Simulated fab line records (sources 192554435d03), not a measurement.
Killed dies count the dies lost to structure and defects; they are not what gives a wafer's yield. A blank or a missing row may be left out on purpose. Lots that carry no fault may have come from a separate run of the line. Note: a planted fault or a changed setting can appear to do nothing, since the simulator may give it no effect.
Which tool is to blame? :: flow n5 finfet :: 72 wafers sampled from 24 lots at 1 step of a route of 1938

## WHAT THE GAUGES READ, wafer by wafer
N5_SD_EPI_P_INSPECT_26: inspects for defects (darkfield). Usual: raw defect count 163, standard deviation 34.
lot: L074
measured: day 3 13:49
on: defect inspect-01
raw defect count: 149 114 187
flag: 

lot: L075
measured: day 3 14:09
on: defect inspect-01
raw defect count: 160 120 127
flag: 

lot: L076
measured: day 3 22:11
on: defect inspect-02
raw defect count: 166 132 222
flag: 

lot: L077
measured: day 4 08:22
on: defect inspect-01
raw defect count: 161 194 170
flag: 

lot: L078
measured: day 4 14:32
on: defect inspect-02
raw defect count: 108 151 142
flag: 

lot: L079
measured: day 4 17:47
on: defect inspect-01
raw defect count: 158 155 198
flag: 

lot: L080
measured: day 5 00:20
on: defect inspect-02
raw defect count: 178 116 164
flag: 

lot: L081
measured: day 5 03:31
on: defect inspect-02
raw defect count: 173 165 134
flag: 

lot: L082
measured: day 5 09:31
on: defect inspect-02
raw defect count: 161 168 125
flag: 

lot: L083
measured: day 5 16:11
on: defect inspect-02
raw defect count: 227 201 214
flag: 

lot: L084
measured: day 5 23:10
on: defect inspect-01
raw defect count: 154 232 163
flag: 

lot: L085
measured: day 6 05:39
on: defect inspect-02
raw defect count: 123 147 196
flag: 

lot: L086
measured: day 6 10:53
on: defect inspect-01
raw defect count: 169 133 188
flag: 

lot: L087
measured: day 6 17:59
on: defect inspect-02
raw defect count: 211 169 219
flag: 

lot: L088
measured: day 6 20:48
on: defect inspect-02
raw defect count: 129 106 112
flag: 

lot: L089
measured: day 7 04:36
on: defect inspect-02
raw defect count: 147 167 167
flag: 

lot: L090
measured: day 7 10:52
on: defect inspect-02
raw defect count: 212 169 188
flag: 

lot: L091
measured: day 7 20:31
on: defect inspect-02
raw defect count: 144 102 175
flag: 

lot: L092
measured: day 8 03:47
on: defect inspect-01
raw defect count: 217 219 249
flag: 

lot: L093
measured: day 8 08:34
on: defect inspect-01
raw defect count: 160 166 197
flag: 

lot: L094
measured: day 8 15:37
on: defect inspect-01
raw defect count: 165 117 127
flag: 

lot: L095
measured: day 8 20:53
on: defect inspect-02
raw defect count: 184 131 135
flag: 

lot: L096
measured: day 9 01:40
on: defect inspect-02
raw defect count: 209 158 124
flag: 

lot: L097
measured: day 9 05:03
on: defect inspect-01
raw defect count: 168 132 146
flag: 

## TOOL THAT RAN EACH LOT (tool first, then ch and the chambers of the sampled wafers, then the start)
Before these readings, the record contains no process step.

## WHAT THE TOOLS THEMSELVES READ (means of the sampled wafers that have a number; where no wafer has one, the mark that the record gives instead)
The record holds no such reading with a usual standard deviation.

## THE ANSWER, worked out from the rows above alone
Rule: a lot counts as off when the mean over its wafers that have a number is more than 3 standard deviations away from the usual mean. Also off: a lot with no number at a reading for which 4 or more lots have one. Where the step has rows for the other lots, those lots are counted as sound. First the gauges in route order, then the tools' own readings, where a lot's mean is used as printed above. At the first step where some lot is off, the reading lying furthest off is the one used; lots without a number count as furthest.
Nothing can be told from this: no lot is off at any reading shown.

## WHAT THE SIMULATOR HAD INSERTED
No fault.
